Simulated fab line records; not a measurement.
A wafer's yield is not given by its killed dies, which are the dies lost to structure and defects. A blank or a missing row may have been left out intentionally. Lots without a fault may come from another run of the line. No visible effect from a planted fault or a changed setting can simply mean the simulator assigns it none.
fab line records	flow n5Finfet
record lots=5	wafers=14	lastDay=19
route steps=1938 shown HKMG_FIN@461 GATE_CUT@465 MOL_CONTACT_COAG@560 BEOL_M4@1111
lots untouched by any fault: they come from a run of this same line in which no faults occurred
startH: start of the lot's first displayed wafer, in hours after the record's first day	waitH: time in hours since the lot's previous step	" repeats the value in the row above	L1.1+2: one row covering several wafers at once	- no value present, or no start provided	* or withheld: withheld	< > ~ a bound
route shown NAME@n: a module of which the file shows steps, and the number in the route of the first	usual: mean and standard deviation over wafers with no fault	same: alike in all rows	chamber/n: place in a boat	sites: the reading at each site	_std_site: how widely they spread, as a standard deviation	_edge_site: outer sites' mean less inner sites'	radiusMm: for every site, how far away it sits from the centre of the wafer	mask NAME#n: copy n	behind: the tool/chamber that last shaped the wafer	hold: why the lot went on hold/how many hours it stayed there/how the hold came to an end	device: the n, p or np transistor that did not switch	end of line: tests of these same wafers at the route's end	for a step that has no rows: nothing shown but its recipe	killed: count of dies lost to structure and defects at first sort (not the wafer's yield)	map: the dies of a wafer, with x for killed, . for not killed, _ for no die there
set.NAME: the run value of the setting; set.NAME@STEP: its run value at that earlier step	model.NAME: the simulator's own value behind a step, which no gauge read
lots at selected steps of the route; one table per step, one row per wafer
services: a tool's chamber out of use, with start hour (startH, from the record's first day; less than 0 if before it), hours out, and reason
## steps
# step N5_HKMG_FIN_CMP_23
# recipe stopOn=SiNx	tOverpolishS=10	postCmpClean=rinseOnly	downForcePsi=4	platenRpm=50.289	padVelocityMS=1.0006	targetThkNm=46.326
# step N5_HKMG_FIN_CMP_94
# recipe stopOn=SiNx	postCmpClean=wDiluteNh4oh	tOverpolishS=4.7	downForcePsi=4	platenRpm=50.289	padVelocityMS=1.0006	targetThkNm=43.299
# step N5_GATE_CUT_ETCHBACK_00
# recipe chemistry=SF6/Cl2	target=W	pressureMtorr=8	icpW=900	biasW=80	SF6_flow_sccm=40	Cl2_flow_sccm=60
# step N5_GATE_CUT_ETCH_56
# recipe chemistry=Cl2/Ar	target=TiN	targetDepthA=216	pressureMtorr=10	icpW=600	biasW=60	Cl2_flow_sccm=40	Ar_flow_sccm=60
# step N5_GATE_CUT_ETCHBACK_30
# recipe chemistry=Cl2/Ar	target=TiN	targetDepthA=30	mode=isotropic	pressureMtorr=10	icpW=600	biasW=60	Cl2_flow_sccm=40	Ar_flow_sccm=60
# step N5_GATE_CUT_VAPOR_ETCH_60
# recipe chemistry=BCl3/Cl2	target=HfO2	mode=isotropic
# step N5_GATE_CUT_ETCH_58
# recipe chemistry=CH3F/O2	target=SiNx	targetDepthA=170	timeS=128.6	ionEnergyEv=50	pressureMtorr=30	sourceW=415	biasW=21	Ar_flow_sccm=150	CH3F_flow_sccm=30	O2_flow_sccm=20
# step N5_GATE_CUT_STRIP_59
# recipe chemistry=N2/H2	timeS=20	powerW=100	tempC=40	pressureMtorr=100	rfFrequencyHz=6e+07	biasPowerW=3	n2FlowSccm=300	h2FlowSccm=300
# step N5_GATE_CUT_PRECLEAN_31
# recipe tempC=23	chemistry=DIW	timeS=300
# step N5_GATE_CUT_SRD_32
# recipe timeS=30	tempC=23	rinseLiquid=diw	dry=ipaMarangoni
# step N5_GATE_CUT_SAC_CAP_01
# recipe material=SiNx	targetThkA=240	tempC=400	aldPrecursorFamily=SiH2I2	aldCoReactant=N2/H2-plasma	pulseTimeS=1	aldCycles=480	purgeTimeS=2	coReactantPurgeTimeS=2	pressureTorr=2
# usual aldCycles=480/0	heaterPowerW=829/51	precursorPulseHeightRel=1.000/0.02
lot.wafer	tool	chamber	startH	waitH	aldCycles	heaterPowerW	precursorPulseHeightRel	model.SiNx_of_GATE_CUT_SAC_CAP_01.thkNm
L279.4	aldSin-01	2	131.65	0.0	480	837	0.967	23.8
L279.5	"	1	132.73	1.1	654	781	1.019	32.8
L280.4	aldSin-01	2	134.93	0.4	480	833	0.968	23.8
L280.5	"	2	136.02	1.5	654	859	1.014	32.6
L280.6	"	3	"	"	654	901	1.003	32.6
L283.2	aldSin-01	3	155.26	0.2	480	896	0.993	23.8
L283.4	"	2	"	"	480	840	0.979	23.8
L283.6	"	0	156.35	1.3	654	815	0.962	32.6
L292.2	aldSin-03	2	204.78	0.0	480	765	1.033	23.8
L292.3	"	0	"	"	480	802	0.976	24
L292.5	"	0	205.87	1.1	480	814	1.001	24
L294.2	aldSin-01	2	221.88	0.3	480	865	1.018	23.8
L294.4	"	0	"	"	480	810	1.005	24
L294.5	"	1	222.96	1.4	480	820	0.982	24
# step N5_GATE_CUT_PECVD_57
# recipe material=SiNx	targetThkA=210	tempC=400	precursor=SiH4/NH3/N2	pressureTorr=1.5	rfW=300
# step N5_GATE_CUT_CMP_02
# recipe stopOn=SiO2	tOverpolishS=12.7	postCmpClean=alkalineBrush	downForcePsi=2.5	platenRpm=51.8	padVelocityMS=1.0307	targetThkNm=0
# step N5_GATE_CUT_HM_DEP_46
# recipe material=SiO2	targetThkA=1300	tempC=400	precursor=TEOS/O2	pressureTorr=6.5	rfW=900	teosFlowSccm=161.4	gas=O2	flowSccm=2650	timeS=26.6
# step N5_GATE_CUT_COAT_34
# recipe resist=SOC	tempC=250	timeS=60	spinRpm=1500	resistThkNm=60
# step N5_GATE_CUT_COAT_35
# recipe resist=SiARC	tempC=220	timeS=60	spinRpm=1500	resistThkNm=10
# step N5_GATE_CUT_COAT_27
# recipe resist=underlayer	tempC=205	timeS=60	spinRpm=1500	resistThkNm=10
# step N5_GATE_CUT_COAT_07
# recipe resist=CAR-EUV	spinRpm=1500	resistThkNm=30
# step N5_GATE_CUT_EBR_09
# recipe solvent=PGMEA	ebrWidthMm=1.5
# step N5_GATE_CUT_SOFTBAKE_08
# recipe tempC=110	timeS=60	resist=CAR-EUV
# step N5_GATE_CUT_EXPOSE_10
# recipe maskId=GATE_CUT	na=0.33	sourceShape=annular	sigmaInner=0.35	sigmaOuter=0.8	polarization=unpolarized	targetCdNm=20	doseMj=43.25
# step N5_GATE_CUT_PEB_11
# recipe pebTempC=100	pebTimeS=60	resist=CAR-EUV
# step N5_GATE_CUT_DEVELOP_12
# recipe developTimeS=30	developer=TMAH	resist=CAR-EUV	rinseLiquid=surfactantRinse	dry=airSpin	devTempC=23
# step N5_GATE_CUT_DESCUM_18
# recipe chemistry=O2	timeS=7	sourcePowerW=50	biasPowerW=20	pressureMtorr=20	rfFrequencyHz=2.712e+07	tempC=40	resist=CAR-EUV	o2FlowSccm=225
# step N5_GATE_CUT_ETCH_28
# recipe chemistry=N2/H2	target=underlayer	targetDepthA=130	maskMaterial=CAR-EUV	timeS=10.4	ionEnergyEv=200	pressureMtorr=30	sourceW=840	biasW=150	n2FlowSccm=200	h2FlowSccm=200	ends=cleared
# step N5_GATE_CUT_ETCH_36
# recipe chemistry=CF4	target=SiARC	targetDepthA=130	maskMaterial=CAR-EUV	timeS=21.7	ionEnergyEv=80	pressureMtorr=40	sourceW=545	biasW=36	Ar_flow_sccm=100	cf4FlowSccm=100	ends=cleared
# step N5_GATE_CUT_ETCH_37
# recipe chemistry=N2/H2	target=SOC	targetDepthA=600	overetchA=120	maskMaterial=SiARC	tempC=40	timeS=90	ionEnergyEv=200	pressureMtorr=30	sourceW=840	biasW=150	n2FlowSccm=200	h2FlowSccm=200
# step N5_GATE_CUT_STRIP_38
# recipe chemistry=N2/H2	tempC=40	n2FlowSccm=200	h2FlowSccm=200	rfFrequencyHz=6e+07
# step N5_GATE_CUT_STRIP_39
# recipe chemistry=N2/H2	tempC=40	n2FlowSccm=200	h2FlowSccm=200	rfFrequencyHz=6e+07
# step N5_GATE_CUT_HM_OPEN_40
# recipe chemistry=C4F6/O2	target=SiO2	maskMaterial=SiARC	targetDepthA=1390	timeS=85.1	ionEnergyEv=250	pressureMtorr=30	sourceW=345	biasW=185	Ar_flow_sccm=300	C4F6_flow_sccm=10	O2_flow_sccm=10	ends=cleared
# step N5_GATE_CUT_STRIP_41
# recipe chemistry=CF4	resist=SiARC	powerW=300	biasPowerW=75	pressureMtorr=50	cf4FlowSccm=150	rfFrequencyHz=6e+07
# step N5_GATE_CUT_STRIP_42
# recipe chemistry=O2	powerW=400	tempC=40	pressureMtorr=30	rfFrequencyHz=6e+07	biasPowerW=0	overashFraction=0.3	o2FlowSccm=225
# step N5_GATE_CUT_ETCH_19
# recipe chemistry=CH3F/O2	target=SiNx	maskMaterial=SiO2	targetDepthA=537	timeS=76.7	pressureMtorr=30	sourceW=395	biasW=73	Ar_flow_sccm=150	CH3F_flow_sccm=30	O2_flow_sccm=20	ionEnergyEv=120	ends=cleared
# usual drypumpMotorCurrentA=5.8/0.57	etchRfOnTimeS=77.0/1.6	oesProductAu=0.65/0.052	rfVppV=299/4.4	showerheadPlenumPTorr=2.02/0.066	throttleValvePct=16.49/0.21
lot.wafer	tool	chamber	startH	waitH	drypumpMotorCurrentA	etchRfOnTimeS	oesProductAu	rfHoursCounterH	rfVppV	showerheadPlenumPTorr	throttleValvePct
L279.4	rieDiel-03	1	135.19	0.0	6.1	78.6	0.62	183	305	2.08	16.53
L279.5	"	1	"	"	6.1	56.0	0.63	-	307	2.08	16.51
L280.4	rieDiel-04	3	138.40	0.0	6.0	76.9	0.64	156	304	2.00	16.53
L280.5	"	1	"	"	6.1	55.3	0.68	-	297	1.93	16.61
L280.6	"	0	"	"	5.9	55.1	0.59	-	304	2.08	16.32
L283.2	rieDiel-01	3	158.67	0.0	6.2	73.5	0.65	166	298	2.08	16.14
L283.4	"	2	"	"	5.7	78.3	0.66	157	291	2.09	16.55
L283.6	"	3	"	"	6.2	53.3	0.65	-	299	2.08	16.14
L292.2	rieDiel-03	0	208.13	0.0	5.0	77.6	0.62	162	295	2.01	16.71
L292.3	"	3	"	"	6.4	74.0	0.73	70	299	1.94	16.25
L292.5	"	0	"	"	5.0	77.1	0.62	-	294	2.01	16.71
L294.2	rieDiel-03	0	225.56	0.0	5.0	76.8	0.62	167	293	2.01	16.74
L294.4	"	3	"	"	6.4	74.8	0.72	75	298	1.94	16.24
L294.5	"	3	"	"	6.3	74.9	0.72	-	298	1.94	16.25
# step N5_GATE_CUT_CUT_ETCH_53
# recipe chemistry=SF6/Cl2	target=W	maskMaterial=SiO2	targetDepthA=792	pressureMtorr=8	icpW=900	biasW=80	SF6_flow_sccm=40	Cl2_flow_sccm=60	ends=cleared
# step N5_GATE_CUT_CUT_ETCH_54
# recipe chemistry=Cl2/BCl3	target=TiN	maskMaterial=SiO2	targetDepthA=967	pressureMtorr=10	icpW=1000	biasW=126	Cl2_flow_sccm=53.25	bcl3FlowSccm=21.75	Ar_flow_sccm=25	ends=cleared
# step N5_GATE_CUT_CUT_ETCH_55
# recipe chemistry=BCl3	target=HfO2	maskMaterial=SiO2	targetDepthA=32	ionEnergyEv=30	pressureMtorr=5	icpW=450	biasW=18	bcl3FlowSccm=80
# step N5_MOL_CONTACT_COAG_CMP_28
# recipe stopOn=SiNx	tOverpolishS=0.85	postCmpClean=alkalineBrush	downForcePsi=4.15	platenRpm=51.8	padVelocityMS=1.0307	targetThkNm=14.522
# usual motorCurrentA=12.4/1.2	timeToEndpointS=5.2/2.3
lot.wafer	tool	chamber	startH	waitH	motorCurrentA	timeToEndpointS	model.SiNx_of_GATE_CUT_SAC_CAP_01.thkNm
L279.4	cmp-03	3	150.95	0.9	13.6	1.7	17.8
L279.5	"	1	"	"	10.3	5.9	24.4
L280.4	cmp-03	3	151.52	0.9	12.4	0.9	17.8
L280.6	"	1	"	"	9.7	5.0	24.2
L280.5	"	2	"	"	12.4	6.1	24.4
L283.2	cmp-03	1	173.37	0.9	10.4	1.4	17.8
L283.4	"	2	"	"	11.8	3.8	17.8
L283.6	"	0	"	"	15.0	0.6	24.4
L292.2	cmp-02	3	219.49	0.8	13.6	2.5	17.8
L292.3	"	1	"	"	11.3	3.2	18
L292.5	"	3	"	"	12.2	3.8	18
L294.2	cmp-02	1	240.23	0.8	11.3	3.9	17.8
L294.4	"	2	"	"	12.2	4.8	18
L294.5	"	2	"	"	12.9	3.9	17.8
# step N5_MOL_CONTACT_COAG_THK_MEAS_29
# recipe reads=SiNx_of_GATE_CUT_PECVD_57+SiNx_of_GATE_CUT_SAC_CAP_01
# usual MD_CAP_THK=17.87/0.079
lot.wafer	tool	chamber	startH	waitH	MD_CAP_THK[nm]
L279.4	filmMetro-01	-	151.14	-	17.76
L279.5	"	-	"	"	24.41
L280.4	filmMetro-01	-	151.74	-	17.76
L280.5	"	-	"	"	24.33
L280.6	"	-	"	"	24.28
L283.2	filmMetro-02	-	173.58	-	17.81
L283.4	"	-	"	"	17.70
L283.6	"	-	"	"	24.36
L292.2	filmMetro-02	-	219.79	-	17.78
L292.3	"	-	"	"	17.93
L292.5	"	-	"	"	17.95
L294.2	filmMetro-01	-	240.52	-	17.85
L294.4	"	-	"	"	17.94
L294.5	"	-	"	"	17.84
# step N5_MOL_CONTACT_COAG_ETCH_47
# recipe chemistry=CH3F/O2	target=SiNx	targetDepthA=270	maskMaterial=SiO2	stopOn=W	overEtchFrac=0.2	ionEnergyEv=120	endpoint=OES-CN	pressureMtorr=30	sourceW=395	biasW=73	Ar_flow_sccm=150	CH3F_flow_sccm=30	O2_flow_sccm=20	ends=endPoint
# usual drypumpMotorCurrentA=5.7/0.47	etchRfOnTimeS=31.2/0.54	oesProductAu=0.69/0.081	rfVppV=295/4.9	showerheadPlenumPTorr=2.01/0.048	throttleValvePct=16.38/0.2
lot.wafer	tool	chamber	startH	waitH	drypumpMotorCurrentA	etchRfOnTimeS	oesProductAu	rfHoursCounterH	rfVppV	showerheadPlenumPTorr	throttleValvePct	model.etch.tClearS	model.MOL_CONTACT_COAG.featureDepthNm	model.etch.depthNm
L279.4	rieDiel-06	2	153.17	0.0	6.3	30.9	0.64	197	307	1.98	16.47	25.72	18.4	17.82
L279.5	"	1	"	"	5.8	42.1	0.77	-	294	2.04	16.08	35.12	25.2	24.43
L280.4	rieDiel-06	3	153.52	0.0	5.8	31.6	0.65	168	289	1.99	16.41	26.3	18.4	17.77
L280.5	"	3	"	"	5.8	42.8	0.66	-	291	1.99	16.40	35.68	25.2	24.32
L280.6	"	0	"	"	5.8	41.6	0.80	-	300	2.03	16.18	34.7	25.2	24.29
L283.2	rieDiel-05	1	175.16	0.0	5.4	31.3	0.66	171	293	1.98	16.49	26.07	18.4	17.77
L283.4	"	3	"	"	5.3	30.1	0.79	29	290	2.03	16.09	25.1	18.4	17.73
L283.6	"	0	"	"	6.2	43.0	0.64	-	298	1.99	16.56	35.84	25.2	24.4
L292.2	rieDiel-02	0	221.89	0.0	5.2	31.4	0.61	241	293	2.04	16.68	26.16	18.4	17.82
L292.3	"	1	"	"	4.9	31.8	0.61	240	293	1.98	16.51	26.52	18.6	17.92
L292.5	"	0	"	"	5.2	31.7	0.61	-	293	2.04	16.70	26.4	18.6	17.95
L294.2	rieDiel-06	3	242.42	0.0	5.8	31.3	0.63	196	291	1.98	16.44	26.12	18.4	17.82
L294.4	"	0	"	"	5.8	31.1	0.77	54	301	2.02	16.22	25.88	18.6	17.92
L294.5	"	1	"	"	5.7	31.1	0.73	-	296	2.03	16.13	25.92	18.4	17.86
# step N5_BEOL_M4_RC_MEAS_101
# usual DIBL_N=36.0/1.6	DIBL_P=35.8/2	IOFF_N=0.152/0.03	IOFF_P=0.20/0.031	ION_N=670/12	ION_P=459/7.4	SS_N=71.5/0.56	SS_P=73.2/0.64	VT_N=251/3.5	VT_P=-252/3.3
lot.wafer	tool	chamber	startH	waitH	DIBL_N[mV/V]	DIBL_P[mV/V]	IOFF_N[nA/um]	IOFF_P[nA/um]	ION_N[uA/um]	ION_P[uA/um]	SS_N[mV/dec]	SS_P[mV/dec]	VT_N[mV]	VT_P[mV]
L279.4	prober-01	0	246.40	0.5	35.7	35.1	0.136	0.18	684	463	71.2	73.2	250	-253
L279.5	"	0	"	"	34.2	34.1	0.114	0.16	658	457	71.5	71.8	257	-256
L280.4	prober-01	0	247.48	0.5	33.4	34.1	0.119	0.17	666	460	71.4	72.7	253	-252
L280.5	"	0	"	"	36.4	37.2	0.165	0.24	679	471	71.8	74.6	249	-247
L280.6	"	0	"	"	35.5	36.4	0.144	0.20	664	458	71.2	73.3	251	-252
L283.2	prober-02	0	281.19	0.2	39.2	37.8	0.193	0.21	684	460	72.1	74.2	245	-252
L283.4	"	0	"	"	37.3	35.9	0.163	0.19	669	457	72.5	73.2	246	-254
L283.6	"	0	"	"	35.6	33.4	0.132	0.15	662	447	71.0	71.9	252	-255
L292.2	prober-02	0	316.10	0.2	34.0	34.0	0.109	0.15	661	451	70.5	72.5	257	-254
L292.3	"	0	"	"	36.6	36.9	0.150	0.18	665	454	70.7	73.3	252	-254
L292.5	"	0	"	"	33.0	33.0	0.098	0.14	648	449	70.2	72.2	253	-256
L294.2	prober-02	0	347.50	0.2	35.4	35.4	0.139	0.17	673	456	71.5	73.4	251	-254
L294.4	"	0	"	"	36.3	36.9	0.164	0.20	669	458	72.8	73.4	249	-254
L294.5	"	0	"	"	34.5	35.0	0.131	0.18	656	457	71.9	72.6	251	-253
## services
tool	chamber	startH	hours	kind
cmp-02	-	115.04	3.9	repair
rieDiel-04	2	115.56	19.2	repair
rieDiel-05	3	118.81	5.5	repair
rieDiel-01	3	139.01	5.3	repair
rieDiel-04	2	153.49	7.9	repair
rieDiel-02	0	153.84	5.9	repair
rieDiel-03	2	154.27	4.0	repair
rieDiel-02	1	156.34	5.9	repair
aldSin-03	0	163.40	1.3	repair
rieDiel-01	3	175.59	15.8	repair
rieDiel-03	-	179.33	2.8	pm
rieDiel-02	0	190.66	4.0	repair
aldSin-03	1	199.95	19.4	repair
rieDiel-04	2	200.78	4.9	repair
cmp-03	-	205.77	5.1	pm
rieDiel-04	0	210.17	13.3	repair
cmp-03	-	211.24	3.4	pm
rieDiel-02	2	212.97	7.8	repair
cmp-03	-	215.43	0.8	repair
cmp-03	-	216.23	10.9	pm
cmp-03	-	230.18	2.7	repair
cmp-02	-	233.10	2.4	repair
cmp-02	-	237.39	0.2	repair
cmp-03	-	240.72	4.0	pm
## key
firstSign step=N5_GATE_CUT_SAC_CAP_01	reading=aldCycles	direction=up	sigmas=99+	usual=*	struck=*
effect step=N5_GATE_CUT_ETCH_19	reading=etchRfOnTimeS	direction=down	sigmas=14	usual=*	struck=*
effect step=N5_MOL_CONTACT_COAG_THK_MEAS_29	reading=MD_CAP_THK	direction=up	sigmas=82	usual=17.87	struck=24.34
effect step=N5_MOL_CONTACT_COAG_ETCH_47	reading=etchRfOnTimeS	direction=up	sigmas=21	usual=*	struck=*
modelEffect step=N5_GATE_CUT_SAC_CAP_01	value=SiNx_of_GATE_CUT_SAC_CAP_01.thkNm	without=23.9	struck=32.65
modelEffect step=N5_MOL_CONTACT_COAG_CMP_28	value=SiNx_of_GATE_CUT_SAC_CAP_01.thkNm	without=17.9	struck=24.35
modelEffect step=N5_MOL_CONTACT_COAG_ETCH_47	value=etch.tClearS	without=25.91	struck=35.33
metAt N5_GATE_CUT_SAC_CAP_01
struckWafers L279.5,L280.5,L280.6,L283.6
fault kind=processParameterDrift	tool=aldSin-01	chamber=-	onsetH=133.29	steps=N5_GATE_CUT_SAC_CAP_01	channel=aldCycles	offset=*	shape=step	endH=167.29	scope=struckWafersOnly	actsIn=*	stated=*
